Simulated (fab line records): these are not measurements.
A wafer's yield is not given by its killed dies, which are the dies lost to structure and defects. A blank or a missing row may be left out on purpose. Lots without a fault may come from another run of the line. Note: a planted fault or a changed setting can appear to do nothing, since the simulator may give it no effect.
Which tool is to blame? -- flow nand-harc -- 39 wafers from 13 lots sampled at 4 of the route's 1302 steps

== WHAT EACH GAUGE READ, for each wafer ==
The record lacks any reading of a measuring or inspecting step that a usual standard deviation could be used to judge.

== EACH LOT AND THE TOOL THAT RAN IT (in order: tool; ch and the chambers of the sampled wafers; start) ==
lot,NHARC_A_CONTACT_ETCH_116,NHARC_A_CONTACT_ETCH_123,NHARC_A_CONTACT_STRIP_55,NHARC_A_CONTACT_SOFTBAKE_64
L873,"har-cap-etch-02 ch 0,1, day 21 23:07","har-cap-etch-02 ch 0,1, day 22 00:19","rie-diel-08 ch 1,2,3, day 22 08:00 or earlier","litho-track-04 ch 0, day 22 08:00"
L874,"har-cap-etch-03 ch 0,1, day 22 00:29","har-cap-etch-03 ch 0,1, day 22 01:41","rie-diel-08 ch 0,1,3, day 22 09:00 or earlier","litho-track-01 ch 0, day 22 09:00"
L878,"har-cap-etch-02 ch 0,1, day 23 03:48","har-cap-etch-02 ch 0,1, day 23 05:24","rie-diel-08 ch 0,2,3, day 23 12:00 or earlier","litho-track-01 ch 0, day 23 12:00"
L879,"har-cap-etch-03 ch 0,1, day 24 01:37","har-cap-etch-03 ch 0,1, day 24 02:48","rie-diel-08 ch 0,3, day 24 12:00 or earlier","litho-track-01 ch 0, day 24 12:00"
L880,"har-cap-etch-01 ch 0,1, day 24 08:58","har-cap-etch-01 ch 0,1, day 24 10:16","rie-diel-08 ch 1,3, day 24 19:00 or earlier","litho-track-01 ch 0, day 24 19:00"
L881,"har-cap-etch-03 ch 0,1, day 24 19:03","har-cap-etch-03 ch 0,1, day 24 20:25","rie-diel-02 ch 2,3, day 25 02:00 or earlier","litho-track-01 ch 0, day 25 02:00"
L887,"har-cap-etch-02 ch 0,1, day 27 13:27","har-cap-etch-02 ch 0,1, day 27 15:12","rie-diel-08 ch 0,1, day 27 20:00 or earlier","litho-track-06 ch 0, day 27 20:00"
L889,"har-cap-etch-03 ch 0,1, day 28 13:34","har-cap-etch-03 ch 0,1, day 28 14:49","rie-diel-04 ch 1,2,3, day 28 21:00 or earlier","litho-track-04 ch 0, day 28 21:00"
L892,"har-cap-etch-03 ch 0,1, day 29 00:20","har-cap-etch-03 ch 0,1, day 29 01:35","rie-diel-04 ch 0,1,2, day 29 09:00 or earlier","litho-track-04 ch 0, day 29 09:00"
L891,"har-cap-etch-01 ch 0,1, day 29 00:46","har-cap-etch-01 ch 0,1, day 29 02:04","rie-diel-08 ch 2,3, day 29 03:55","litho-track-06 ch 0, day 29 09:00"
L893,"har-cap-etch-01 ch 0,1, day 29 10:43","har-cap-etch-01 ch 0,1, day 29 12:01","rie-diel-02 ch 0,3, day 29 18:00 or earlier","litho-track-01 ch 0, day 29 18:00"
L895,"har-cap-etch-03 ch 0,1, day 30 10:38","har-cap-etch-03 ch 0,1, day 30 11:50","rie-diel-04 ch 1,2,3, day 30 17:00 or earlier","litho-track-04 ch 0, day 30 17:00"
L894,"har-cap-etch-02 ch 0,1, day 30 11:34","har-cap-etch-02 ch 0,1, day 30 12:49","rie-diel-02 ch 1,2, day 30 19:00 or earlier","litho-track-04 ch 0, day 30 19:00"
- NHARC_A_CONTACT_ETCH_116: etches the open film in C4F8/O2/Ar, time 190 s, target depth 1850 nm.
- NHARC_A_CONTACT_ETCH_123: etches the open film in C4F8/O2/Ar, time 490 s, target depth 2110 nm.
- NHARC_A_CONTACT_STRIP_55: strips in O2.
- NHARC_A_CONTACT_SOFTBAKE_64: time 55 s.

== WHAT THE TOOLS THEMSELVES READ (means of the sampled wafers that have a number; where no wafer has one, the mark that the record gives instead) ==
NHARC_A_CONTACT_STRIP_55.
lot,tool,drypump-motor-current-A (A),o2-flow-sccm (sccm),oes-product-au (a.u.),rf-vpp-V (V),showerhead-plenum-p-Torr (Torr),throttle-valve-pct (%)
L873,rie-diel-08,5.7,499.8,0.992,58.4,3.44,17.035
L874,rie-diel-08,6.0,500.4,0.993,57.0,3.53,17.029
L878,rie-diel-08,5.8,500.6,1.004,58.5,3.54,17.041
L879,rie-diel-08,6.2,499.8,1.009,57.3,3.63,17.041
L880,rie-diel-08,5.8,500.8,0.992,57.4,3.36,17.039
L881,rie-diel-02,5.6,498.7,1.005,58.3,3.58,17.037
L887,rie-diel-08,6.3,499.8,1.002,57.9,3.67,17.031
L889,rie-diel-04,6.1,500.0,1.000,58.4,3.73,17.038
L892,rie-diel-04,5.9,501.0,1.000,58.6,3.64,17.033
L891,rie-diel-08,5.6,499.6,0.999,57.3,3.37,17.033
L893,rie-diel-02,6.3,500.2,0.992,57.7,3.58,17.032
L895,rie-diel-04,6.1,499.3,1.001,59.2,3.72,17.040
L894,rie-diel-02,5.4,500.0,0.995,58.2,3.49,17.039

NHARC_A_CONTACT_SOFTBAKE_64.
lot,tool,heater-power-total-W (W)
L873,litho-track-04,188.43
L874,litho-track-01,188.35
L878,litho-track-01,188.51
L879,litho-track-01,191.48
L880,litho-track-01,191.51
L881,litho-track-01,191.65
L887,litho-track-06,188.42
L889,litho-track-04,188.34
L892,litho-track-04,188.37
L891,litho-track-06,188.45
L893,litho-track-01,188.68
L895,litho-track-04,188.39
L894,litho-track-04,188.47

== THE ANSWER, worked out from the rows above alone ==
Rule: the lots themselves supply what counts as usual. The widest of any qualifying gaps counts: lots, ordered by their means at a reading, are off when they make up no more than a third of the lots, leave a main group of 4 or more, and stand apart from it by 3 or more times the standard deviation of that group's means. A main group whose means are all the same, to the digits that the tables above print for the reading, isn't used. Also off: a lot with no number at a reading for which 4 or more lots have one. Where the step has rows for the other lots, those lots are counted as sound. After the gauges, taken in route order, come the tools' own readings; for these a lot's mean is taken, as printed above. At the first step where some lot is off, the reading lying furthest off is the one used; lots without a number count as furthest.
Off, at NHARC_A_CONTACT_SOFTBAKE_64 on heater-power-total-W: L879, L880, L881. The main group: mean 188.44 W, standard deviation 0.095.
A tool fits if, at that step or a process step before it, it ran every lot that is off, and no sound lot after the first of them. NHARC_A_CONTACT_STRIP_55: start missing for some lots; hours and lot order therefore follow NHARC_A_CONTACT_SOFTBAKE_64. No candidate that was tried fits.

== WHAT THE SIMULATOR HAD PUT IN ==
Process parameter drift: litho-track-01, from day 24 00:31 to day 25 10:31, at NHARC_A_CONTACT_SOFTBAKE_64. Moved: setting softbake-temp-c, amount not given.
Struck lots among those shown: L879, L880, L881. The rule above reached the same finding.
